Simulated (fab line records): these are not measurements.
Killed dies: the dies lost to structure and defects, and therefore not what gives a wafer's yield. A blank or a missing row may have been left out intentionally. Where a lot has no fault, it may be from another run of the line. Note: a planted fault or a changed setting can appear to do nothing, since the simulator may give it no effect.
Split-lot trial :: flow n5-finfet :: on a route of 1938 steps: 7 lots, 21 wafers read

## SPLIT DETAILS
At N5_BEOL_M8_DESCUM_16 (chemistry O2, time 7.9 s), the setting time-s was moved away from the recipe's 7.9 s on 12 of the 21 wafers read, by -20.8% to +20.7%. This setting was run at the recipe's value on the other wafers.

The reading comes from the split's own step.

## THE READING
CAR-ArF_of_BEOL_M8_COAT_05.thk-nm (the simulator's own value, which no gauge read), in nm, at N5_BEOL_M8_DESCUM_16 (chemistry O2, time 7.9 s). The file gives no usual value for it. Here, 9 wafers ran the recipe; their average is 83.4 nm with a standard deviation of 0.31 nm.

wafer: L074.3
tool, chamber at the split: rie-diel-04, 1,0
time-s as run, s: 6.548
against the recipe: -17.1%
CAR-ArF_of_BEOL_M8_COAT_05.thk-nm, nm: 84
against lot-mates on the recipe: +0.8

wafer: L074.4
tool, chamber at the split: rie-diel-04, 1,0
time-s as run, s: 6.548
against the recipe: -17.1%
CAR-ArF_of_BEOL_M8_COAT_05.thk-nm, nm: 84
against lot-mates on the recipe: +0.8

wafer: L074.6
tool, chamber at the split: rie-diel-04, 2
time-s as run, s: 7.9
against the recipe: recipe
CAR-ArF_of_BEOL_M8_COAT_05.thk-nm, nm: 83.2
against lot-mates on the recipe: -

wafer: L075.1
tool, chamber at the split: rie-diel-04, 1
time-s as run, s: 6.399
against the recipe: -19.0%
CAR-ArF_of_BEOL_M8_COAT_05.thk-nm, nm: 84
against lot-mates on the recipe: +1.2

wafer: L075.2
tool, chamber at the split: rie-diel-04, 2
time-s as run, s: 7.9
against the recipe: recipe
CAR-ArF_of_BEOL_M8_COAT_05.thk-nm, nm: 82.8
against lot-mates on the recipe: -

wafer: L075.3
tool, chamber at the split: rie-diel-04, 0
time-s as run, s: 6.399
against the recipe: -19.0%
CAR-ArF_of_BEOL_M8_COAT_05.thk-nm, nm: 84.2
against lot-mates on the recipe: +1.4

wafer: L077.2
tool, chamber at the split: rie-diel-04, 2,0
time-s as run, s: 9.191
against the recipe: +16.3%
CAR-ArF_of_BEOL_M8_COAT_05.thk-nm, nm: 82.8
against lot-mates on the recipe: no lot-mate on the recipe

wafer: L077.5
tool, chamber at the split: rie-diel-04, 2,0
time-s as run, s: 9.191
against the recipe: +16.3%
CAR-ArF_of_BEOL_M8_COAT_05.thk-nm, nm: 82.8
against lot-mates on the recipe: no lot-mate on the recipe

wafer: L077.3
tool, chamber at the split: rie-diel-04, 1
time-s as run, s: 9.191
against the recipe: +16.3%
CAR-ArF_of_BEOL_M8_COAT_05.thk-nm, nm: 83
against lot-mates on the recipe: no lot-mate on the recipe

wafer: L078.2
tool, chamber at the split: rie-diel-02, 0
time-s as run, s: 7.334
against the recipe: -7.2%
CAR-ArF_of_BEOL_M8_COAT_05.thk-nm, nm: 84
against lot-mates on the recipe: +0.4

wafer: L078.5
tool, chamber at the split: rie-diel-02, 3
time-s as run, s: 7.9
against the recipe: recipe
CAR-ArF_of_BEOL_M8_COAT_05.thk-nm, nm: 83.6
against lot-mates on the recipe: -

wafer: L078.6
tool, chamber at the split: rie-diel-02, 2
time-s as run, s: 7.334
against the recipe: -7.2%
CAR-ArF_of_BEOL_M8_COAT_05.thk-nm, nm: 84.2
against lot-mates on the recipe: +0.6

wafer: L087.1
tool, chamber at the split: rie-diel-04, 1
time-s as run, s: 7.9
against the recipe: recipe
CAR-ArF_of_BEOL_M8_COAT_05.thk-nm, nm: 83.6
against lot-mates on the recipe: -

wafer: L087.3
tool, chamber at the split: rie-diel-04, 0
time-s as run, s: 7.9
against the recipe: recipe
CAR-ArF_of_BEOL_M8_COAT_05.thk-nm, nm: 83
against lot-mates on the recipe: -

wafer: L087.4
tool, chamber at the split: rie-diel-04, 0
time-s as run, s: 7.9
against the recipe: recipe
CAR-ArF_of_BEOL_M8_COAT_05.thk-nm, nm: 83.4
against lot-mates on the recipe: -

wafer: L092.3
tool, chamber at the split: rie-diel-01, 3
time-s as run, s: 9.534
against the recipe: +20.7%
CAR-ArF_of_BEOL_M8_COAT_05.thk-nm, nm: 83
against lot-mates on the recipe: -0.7

wafer: L092.4
tool, chamber at the split: rie-diel-01, 2
time-s as run, s: 7.9
against the recipe: recipe
CAR-ArF_of_BEOL_M8_COAT_05.thk-nm, nm: 83.8
against lot-mates on the recipe: -

wafer: L092.6
tool, chamber at the split: rie-diel-01, 1
time-s as run, s: 7.9
against the recipe: recipe
CAR-ArF_of_BEOL_M8_COAT_05.thk-nm, nm: 83.6
against lot-mates on the recipe: -

wafer: L097.1
tool, chamber at the split: rie-diel-02, 0,3
time-s as run, s: 6.253
against the recipe: -20.8%
CAR-ArF_of_BEOL_M8_COAT_05.thk-nm, nm: 84.2
against lot-mates on the recipe: +1.0

wafer: L097.4
tool, chamber at the split: rie-diel-02, 0,3
time-s as run, s: 6.253
against the recipe: -20.8%
CAR-ArF_of_BEOL_M8_COAT_05.thk-nm, nm: 84.2
against lot-mates on the recipe: +1.0

wafer: L097.5
tool, chamber at the split: rie-diel-02, 1
time-s as run, s: 7.9
against the recipe: recipe
CAR-ArF_of_BEOL_M8_COAT_05.thk-nm, nm: 83.2
against lot-mates on the recipe: -
Where a row lists several chambers, the file gives one row for several wafers and doesn't say which wafer went through which chamber.

FIT RESULTS
A straight line over all 21 wafers: CAR-ArF_of_BEOL_M8_COAT_05.thk-nm changes by -0.0347 nm for each +1% of time-s; r = -0.86; the points scatter about the line by 0.27 nm.
The same after taking each lot's own level away (the mean of its wafers on the recipe; 18 wafers): -0.0491 nm for each +1%; r = -0.95; scatter 0.19 nm.
The reading moves by 1 nm for the largest change in time-s, on that fit.
Measured against the standard deviation above, the lots' own levels, which go from 82.80 to 83.70 nm, span 2.9 times it.
So the lot-to-lot level changes the slope: the two fits differ.
Check: +1.11 nm against its lot-mates is what the line predicts for one of the wafers moved furthest among these (-20.8%) when that wafer is left out of the fit. Against them it came out at +1 nm.

## OTHER SPLITS APPLIED TO THESE WAFERS
Before the reading, these wafers also passed through other splits. Each is held against what the fit with the lots' levels taken away leaves over:
other split on the same wafers: N5_BEOL_M7_TRENCH_ETCH_37 time-s
wafers away from the commonest value: 8
r with CAR-ArF_of_BEOL_M8_COAT_05.thk-nm (lot level and that fit taken away): -0.05

other split on the same wafers: N5_BEOL_M7_ETCH_41 source-w
wafers away from the commonest value: 7
r with CAR-ArF_of_BEOL_M8_COAT_05.thk-nm (lot level and that fit taken away): -0.48

## FILE'S OWN FIT
CAR-ArF_of_BEOL_M8_COAT_05.thk-nm changes by -0.0493 nm for each +1% of time-s, r = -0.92.
